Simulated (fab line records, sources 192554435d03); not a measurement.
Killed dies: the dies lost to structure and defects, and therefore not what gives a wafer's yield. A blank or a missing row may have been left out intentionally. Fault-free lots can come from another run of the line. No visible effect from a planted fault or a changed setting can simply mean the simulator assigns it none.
Split-lot trial	flow n5 finfet	route with 1938 steps; 7 lots, 39 wafers read

SPLIT DETAILS
At N5_DUMMY_GATE_ETCH_32 (etches SiO2 in CF4, target depth 3.5 nm, time 3.9 s), the setting time s was moved away from the recipe's 3.9 s on 15 of the 39 wafers read, by -19.5% to +21.0%. This setting was run at the recipe's value on the other wafers.

The reading is taken at the split's own step.

THE READING
etch.depth nm (the simulator's own value, which no gauge read), in nm, at N5_DUMMY_GATE_ETCH_32 (etches SiO2 in CF4, target depth 3.5 nm, time 3.9 s). The file gives no usual value for it. Average 3.482 nm, standard deviation 0.1 nm, over the 24 wafers here run with the recipe.

wafer	tool, chamber at the split	time s as run, s	against the recipe	etch.depth nm, nm	against lot-mates on the recipe
L075.1	rie si-05, 2	4.718	+21.0%	4.135	+0.628
L075.2	rie si-05, 0	3.9	recipe	3.602	-
L075.3	rie si-05, 1	3.9	recipe	3.416	-
L075.4	rie si-05, 3	4.718	+21.0%	4.233	+0.726
L075.5	rie si-05, 3	3.9	recipe	3.504	-
L075.6	rie si-05, 0	4.718	+21.0%	4.324	+0.817
L079.1	rie si-05, 3	3.9	recipe	3.498	-
L079.2	rie si-05, 0	3.138	-19.5%	2.86	-0.609
L079.3	rie si-05, 1	3.138	-19.5%	2.771	-0.698
L079.4	rie si-05, 2	3.9	recipe	3.444	-
L079.5	rie si-05, 1	3.138	-19.5%	2.747	-0.722
L079.6	rie si-05, 2	3.9	recipe	3.465	-
L081.1	rie si-06, 0	3.9	recipe	3.27	-
L081.2	rie si-06, 3	3.9	recipe	3.492	-
L081.4	rie si-06, 1	3.9	recipe	3.484	-
L086.1	rie si-05, 3	4.451	+14.1%	3.964	+0.430
L086.2	rie si-05, 1	3.9	recipe	3.482	-
L086.3	rie si-05, 0	4.451	+14.1%	4.147	+0.613
L086.4	rie si-05, 2	3.9	recipe	3.489	-
L086.5	rie si-05, 0	3.9	recipe	3.631	-
L086.6	rie si-05, 1	4.451	+14.1%	4.01	+0.476
L091.1	rie si-01, 0	3.422	-12.3%	3.22	-0.381
L091.2	rie si-01, 2	3.422	-12.3%	3.039	-0.562
L091.3	rie si-01, 1	3.9	recipe	3.577	-
L091.4	rie si-01, 3	3.9	recipe	3.554	-
L091.5	rie si-01, 0	3.9	recipe	3.673	-
L091.6	rie si-01, 1	3.422	-12.3%	3.144	-0.457
L095.1	rie si-06, 2	3.9	recipe	3.634	-
L095.2	rie si-06, 3	3.9	recipe	3.518	-
L095.3	rie si-06, 1	3.9	recipe	3.496	-
L095.4	rie si-06, 0	3.9	recipe	3.288	-
L095.5	rie si-06, 3	3.9	recipe	3.52	-
L095.6	rie si-06, 0	3.9	recipe	3.266	-
L097.1	rie si-05, 0	3.593	-7.9%	3.311	-0.107
L097.2	rie si-05, 3,1	3.9	recipe	3.416	-
L097.3	rie si-05, 3,1	3.9	recipe	3.416	-
L097.4	rie si-05, 2	3.593	-7.9%	3.132	-0.286
L097.5	rie si-05, 1	3.9	recipe	3.422	-
L097.6	rie si-05, 0	3.593	-7.9%	3.304	-0.114
If several chambers appear in one row, that row covers several wafers at once and the file leaves open which wafer was in which chamber.

FIT RESULTS
A straight line over all 39 wafers: etch.depth nm changes by +0.035 nm for each +1% of time s; r = +0.96; the points scatter about the line by 0.1 nm.
The same after taking each lot's own level away (the mean of its wafers on the recipe; 39 wafers): +0.0346 nm for each +1%; r = +0.97; scatter 0.089 nm.
On that fit, the largest move of time s shifts the reading by 0.72 nm.
From 3.4153 to 3.6013 nm: that is the span of the lots' own levels, equal to 1.8 times the standard deviation above.
The two slopes agree, so the slope changes little with the lot-to-lot level.
Check: +0.748 nm against its lot-mates is what the line predicts for one of the wafers moved furthest among these (+21.0%) when that wafer is left out of the fit. It came out at +0.628 nm against them.

FILE'S OWN FIT
etch.depth nm changes by +0.0345 nm for each +1% of time s, r = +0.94.
